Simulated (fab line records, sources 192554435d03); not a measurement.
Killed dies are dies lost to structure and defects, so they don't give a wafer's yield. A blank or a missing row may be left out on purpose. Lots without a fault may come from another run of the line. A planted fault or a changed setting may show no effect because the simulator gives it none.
fab line records | flow n5_finfet
record lots=4 wafers=12 last_day=16
route steps=1938 shown MOL_CONTACT_COAG@620 BEOL_M0_SAQP@632 BEOL_M0@726 BEOL_M4@1111
lots that met no fault: from a run of the same line without faults
start_h: hours from the record's first day to the start of the lot's first wafer shown | wait_h: hours since the lot's step before | " the same as in the row above | L1.1+2: a row that stands for several wafers | - no value, or no start given | * or withheld: withheld | < > ~ a bound
route shown NAME@n: a module of which the file shows steps, and the number in the route of the first | usual: mean/standard deviation of fault-free wafers | same: alike in all rows | chamber/n: place in a boat | sites: the reading at each site | _std_site: their standard deviation | _edge_site: outer sites' mean less inner sites' | radius_mm: how far each site lies from the wafer's centre | mask NAME#n: copy n | behind: the tool/chamber that last shaped the wafer | hold: why the lot was held/for how many hours/how that ended | device: the transistor (n, p or np) that didn't switch | end of line: the same wafers' tests at the end of the route | a step without rows: its recipe alone | killed: dies lost to structure and defects at the first sort, not the wafer's yield | map: a wafer's dies, x killed, . not, _ none there
set.NAME: the setting as run; set.NAME@STEP: as run at that earlier step | model.NAME: the simulator's own value behind a step, which no gauge read
lots at some steps of the route; a table a step, a row a wafer
services: from which hour (start_h, from the record's first day; less than 0 if before it) a tool's chamber was out of use, for how many hours, and why
## steps
# step N5_MOL_CONTACT_COAG_PRECLEAN_138
# recipe chemistry=alkaline_clean temp_c=60 time_s=60 do_ppb=50
# step N5_MOL_CONTACT_COAG_SRD_139
# recipe dry=ipa_marangoni time_s=30 temp_c=23 rinse_liquid=diw
# step N5_MOL_CONTACT_COAG_PRE_CLEAN_121
# recipe gas=H2/He time_s=* temp_c=withheld
# step N5_MOL_CONTACT_COAG_CVD_140
# recipe material=W target_thk_a=665 mode=selective_fill temp_c=300 time_s=215
# step N5_MOL_CONTACT_COAG_PRECLEAN_127
# recipe chemistry=DIW time_s=57.5 temp_c=23
# step N5_MOL_CONTACT_COAG_SRD_128
# recipe dry_time_s=32 dry=n2_spin spin_rpm=1500
# step N5_MOL_CONTACT_COAG_CMP_52
# recipe stop_on=SiO2 t_overpolish_s=1.5 post_cmp_clean=w_dilute_nh4oh down_force_psi=4 platen_rpm=50.289 pad_velocity_m_s=1.0006 target_thk_nm=66.5
# step N5_MOL_CONTACT_COAG_ANNEAL_112
# recipe temp_c=400 time_s=1800 ambient=HPD2 pressure_atm=10
# step N5_BEOL_M0_SAQP_PECVD_00
# recipe material=SiCN target_thk_a=80 temp_c=withheld precursor=3MS/NH3 pressure_torr=3 rf_w=202 time_s=14
# usual showerhead_plenum_p_Torr=3.665/0.014 showerhead_vpp_V=873/31 throttle_valve_pct=9.0/0.46
# columns lot.wafer tool chamber start_h wait_h showerhead_plenum_p_Torr showerhead_vpp_V throttle_valve_pct model.SiCN_of_BEOL_M0_SAQP_PECVD_00.thk_nm
L922.1 pecvd-03 0 132.83 0.2 3.660 839 10.2 8
L922.5 " 0 " " 3.653 831 10.2 8.2
L922.6 " 1 " " 3.637 857 9.1 7.6
L931.3 pecvd-03 0 195.18 0.1 3.635 821 10.2 8
L931.5 " 2 " " 3.686 886 8.5 4.4
L931.6 " 0 " " 3.650 827 9.9 4.4
L933.2 pecvd-03 1 203.76 0.2 3.644 862 9.3 7.6
L933.3 " 0 " " 3.653 845 9.6 7.8
L933.5 " 2 " " 3.681 892 9.0 4
L936.1 pecvd-02 0 220.25 0.2 3.669 931 8.5 7.6
L936.3 " 1 " " 3.671 875 9.6 8
L936.5 " 1 " " 3.665 863 9.7 8
# step N5_BEOL_M0_SAQP_ILD_DEP_01
# recipe material=SiOC target_thk_a=454.19 temp_c=350 precursor=DEMS/O2 pressure_torr=5 rf_w=500 time_s=8.7
# step N5_BEOL_M0_SAQP_HM_DEP_02
# recipe material=TiN target_thk_a=120 temp_c=25 chamber_pressure_pa=0.49996
# step N5_BEOL_M0_SAQP_PECVD_03
# recipe material=SiCN target_thk_a=120 temp_c=withheld precursor=3MS/NH3 pressure_torr=3 rf_w=202 time_s=21.1
# step N5_BEOL_M0_SAQP_PECVD_96
# recipe material=a-Si target_thk_a=450 temp_c=350 precursor=SiH4/He pressure_torr=3 rf_w=100 time_s=45.2
# step N5_BEOL_M0_SAQP_PECVD_97
# recipe material=SiNx target_thk_a=230 temp_c=350 precursor=SiH4/NH3/N2 pressure_torr=1.5 rf_w=300 time_s=19.9
# step N5_BEOL_M0_SAQP_PECVD_04
# recipe material=a-Si target_thk_a=600 temp_c=350 precursor=SiH4/He pressure_torr=3 rf_w=100 time_s=60.2
# step N5_BEOL_M0_SAQP_HM_DEP_111
# recipe material=SiO2 target_thk_a=120 temp_c=400 precursor=SiH4/N2O pressure_torr=0.75 rf_w=275 time_s=7.2
# step N5_BEOL_M0_SAQP_COAT_81
# recipe resist=SOC temp_c=250 time_s=60 spin_rpm=1500 resist_thk_nm=100
# step N5_BEOL_M0_SAQP_COAT_82
# recipe resist=SiARC temp_c=220 time_s=60 spin_rpm=1500 resist_thk_nm=30
# step N5_BEOL_M0_SAQP_COAT_08
# recipe resist=CAR-ArF spin_rpm=1500 resist_thk_nm=90
# step N5_BEOL_M0_SAQP_EBR_10
# recipe solvent=PGMEA ebr_width_mm=1.5
# step N5_BEOL_M0_SAQP_SOFTBAKE_09
# recipe temp_c=110 time_s=60 resist=CAR-ArF
# step N5_BEOL_M0_SAQP_EXPOSE_11
# recipe mask_id=M0_CORE na=1.35 source_shape=dipole sigma_inner=0.538 sigma_outer=0.738 polarization=te target_cd_nm=42 dose_mj=55
# step N5_BEOL_M0_SAQP_PEB_12
# recipe peb_temp_c=withheld peb_time_s=60 resist=CAR-ArF
# step N5_BEOL_M0_SAQP_DEVELOP_13
# recipe develop_time_s=30 developer=TMAH resist=CAR-ArF dev_temp_c=23 rinse_liquid=diw dry=air_spin
# step N5_BEOL_M0_SAQP_DESCUM_19
# recipe chemistry=O2 time_s=7.9 source_power_w=50 bias_power_w=20 pressure_mtorr=20 rf_frequency_hz=2.712e+07 temp_c=40 resist=CAR-ArF o2_flow_sccm=225
# step N5_BEOL_M0_SAQP_ETCH_83
# recipe chemistry=CF4 target=SiARC target_depth_a=390 mask_material=CAR-ArF time_s=65 ion_energy_ev=80 pressure_mtorr=40 source_w=545 bias_w=36 Ar_flow_sccm=100 cf4_flow_sccm=100 ends=cleared
# step N5_BEOL_M0_SAQP_ETCH_84
# recipe chemistry=N2/H2 target=SOC target_depth_a=1000 overetch_a=200 mask_material=SiARC temp_c=40 time_s=150 ion_energy_ev=200 pressure_mtorr=30 source_w=840 bias_w=150 n2_flow_sccm=200 h2_flow_sccm=200
# step N5_BEOL_M0_SAQP_STRIP_80
# recipe chemistry=N2/H2 temp_c=40 n2_flow_sccm=200 h2_flow_sccm=200 rf_frequency_hz=6e+07
# step N5_BEOL_M0_SAQP_HM_OPEN_112
# recipe chemistry=CHF3/O2 target=SiO2 stop_on=a-Si target_depth_a=120 over_etch_frac=1.25 mask_material=SOC time_s=13.5 pressure_mtorr=30 source_w=650 bias_w=170 Ar_flow_sccm=200 CHF3_flow_sccm=50 O2_flow_sccm=5 ion_energy_ev=200 ends=end_point
# step N5_BEOL_M0_SAQP_STRIP_113
# recipe chemistry=CHF3/O2 resist=SiARC rf_frequency_hz=6e+07
# step N5_BEOL_M0_SAQP_MANDREL_ETCH_20
# recipe target_depth_a=600 chemistry=HBr/Cl2 target=a-Si stop_on=SiNx bt_time_s=10 mask_material=SOC over_etch_frac=0.5 time_s=30 pressure_mtorr=10 icp_w=800 bias_w=75 HBr_flow_sccm=150 Cl2_flow_sccm=80 ends=end_point
# step N5_BEOL_M0_SAQP_STRIP_86
# recipe chemistry=N2/H2 power_w=500 temp_c=40 pressure_mtorr=50 rf_frequency_hz=6e+07 overash_fraction=0.3 bias_power_w=28 h2_frac=0.5 n2_flow_sccm=300 h2_flow_sccm=300
# step N5_BEOL_M0_SAQP_STRIP_115
# recipe chemistry=post_etch_residue_remover time_s=60 temp_c=25 remover_ph=withheld remover_water_wt_pct=withheld remover_fluoride_wt_pct=withheld
# step N5_BEOL_M0_SAQP_SRD_93
# recipe dry=ipa_marangoni time_s=30 temp_c=23 rinse_liquid=diw
# step N5_BEOL_M0_ETCH_109
# recipe chemistry=CH3F/O2 target_depth_a=80 overetch_a=24 target=SiCN time_s=27.4 ion_energy_ev=120 pressure_mtorr=30 source_w=395 bias_w=75 Ar_flow_sccm=150 CH3F_flow_sccm=30 O2_flow_sccm=20
# usual drypump_motor_current_A=5.5/0.37 oes_product_au=0.67/0.075 rf_vpp_V=297.0/1.8 showerhead_plenum_p_Torr=1.99/0.082 throttle_valve_pct=16.36/0.25
# columns lot.wafer tool chamber start_h wait_h drypump_motor_current_A oes_product_au rf_hours_counter_h rf_vpp_V showerhead_plenum_p_Torr throttle_valve_pct model.etch.depth_nm
L922.1 rie_diel-05 3 142.29 0.4 5.0 0.60 207 298.6 2.05 16.36 7.92
L922.5 " 1 " " 5.6 0.71 - 295.7 1.95 16.08 8.168
L922.6 " 2 " " 5.7 0.65 - 294.3 1.85 16.68 7.604
L931.3 rie_diel-01 1 204.48 0.0 5.2 0.64 163 296.1 1.99 16.44 8.062
L931.5 " 0 " " 6.0 0.56 - 297.8 1.94 16.02 4.3
L931.6 " 1 " " 5.2 0.47 - 297.5 1.99 16.43 4.308
L933.2 rie_diel-01 3 213.38 0.2 6.0 0.59 211 298.7 2.06 16.47 7.663
L933.3 " 1 " " 5.2 0.63 166 296.7 1.99 16.44 7.878
L933.5 " 0 " " 6.0 0.55 - 296.1 1.94 16.03 4.041
L936.1 rie_diel-01 3 232.33 0.0 5.9 0.58 218 297.9 2.06 16.48 7.637
L936.3 " 1 " " 5.2 0.63 173 295.4 1.98 16.45 8.073
L936.5 " 3 " " 5.9 0.60 - 297.9 2.06 16.48 8.005
# step N5_BEOL_M4_RC_MEAS_101
# usual DIBL_N=36.1/2 DIBL_P=36.3/2.4 IOFF_N=0.15/0.035 IOFF_P=0.21/0.039 ION_N=672/15 ION_P=463/9.7 SS_N=71.5/0.7 SS_P=73.2/0.75 VT_N=251/3.6 VT_P=-250/3.8
# columns lot.wafer tool chamber start_h wait_h DIBL_N[mV/V] DIBL_P[mV/V] IOFF_N[nA/um] IOFF_P[nA/um] ION_N[uA/um] ION_P[uA/um] SS_N[mV/dec] SS_P[mV/dec] VT_N[mV] VT_P[mV]
L922.1 prober-01 0 195.89 0.0 32.8 34.1 0.11 0.17 658 454 70.9 72.7 254 -253
L922.5 " 0 " " 36.6 38.6 0.17 0.23 672 458 71.7 73.2 248 -250
L922.6 " 0 " " 34.1 34.9 0.11 0.17 646 450 70.0 73.2 255 -254
L931.3 prober-01 0 252.73 0.3 37.6 38.2 0.20 0.26 683 467 71.0 74.0 246 -246
L931.5 " 0 " " 35.7 35.8 0.15 0.22 678 473 70.3 73.6 251 -250
L931.6 " 0 " " 34.6 34.8 0.14 0.20 672 464 69.9 73.4 250 -248
L933.2 prober-01 0 264.07 0.2 37.5 37.4 0.18 0.27 688 476 72.2 73.8 248 -242
L933.3 " 0 " " 33.1 33.3 0.13 0.20 684 474 70.5 72.5 252 -247
L933.5 " 0 " " 34.8 34.1 0.14 0.22 680 476 72.0 72.7 251 -246
L936.1 prober-02 0 284.39 0.0 36.1 35.6 0.13 0.18 652 458 71.1 73.5 256 -253
L936.3 " 0 " " 39.0 39.6 0.20 0.26 683 470 71.3 74.1 247 -252
L936.5 " 0 " " 38.8 40.2 0.18 0.25 683 464 72.2 74.4 250 -250
## services
# columns tool chamber start_h hours kind
pecvd-02 - 132.37 0.5 repair
rie_diel-05 0 148.21 4.6 repair
pecvd-02 - 153.19 2.8 pm
pecvd-02 0 174.57 9.4 repair
rie_diel-01 3 195.47 16.5 repair
pecvd-02 - 195.94 0.3 repair
pecvd-02 2 202.40 - clean
pecvd-02 2 202.40 - consumable_replace:showerhead
pecvd-02 2 202.40 29.0 scheduled_down
pecvd-02 2 202.40 29.0 vent_cycle
pecvd-02 0 207.39 2.1 scheduled_down
pecvd-03 - 224.03 1.4 repair
## key
first_sign none at tools or gauges
model_effect step=N5_BEOL_M0_SAQP_PECVD_00 value=SiCN_of_BEOL_M0_SAQP_PECVD_00.thk_nm without=8.133 struck=4.267
model_effect step=N5_BEOL_M0_ETCH_109 value=etch.depth_nm without=8.132 struck=4.216
met_at N5_BEOL_M0_SAQP_PECVD_00
struck_wafers L931.5,L931.6,L933.5
onset_between 132.83 195.18
fault kind=process_parameter_drift tool=pecvd-03 chamber=- onset_h=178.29 steps=N5_BEOL_M0_SAQP_PECVD_00 channel=time_s offset=* shape=step end_h=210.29 scope=struck_wafers_only acts_in=* stated=*
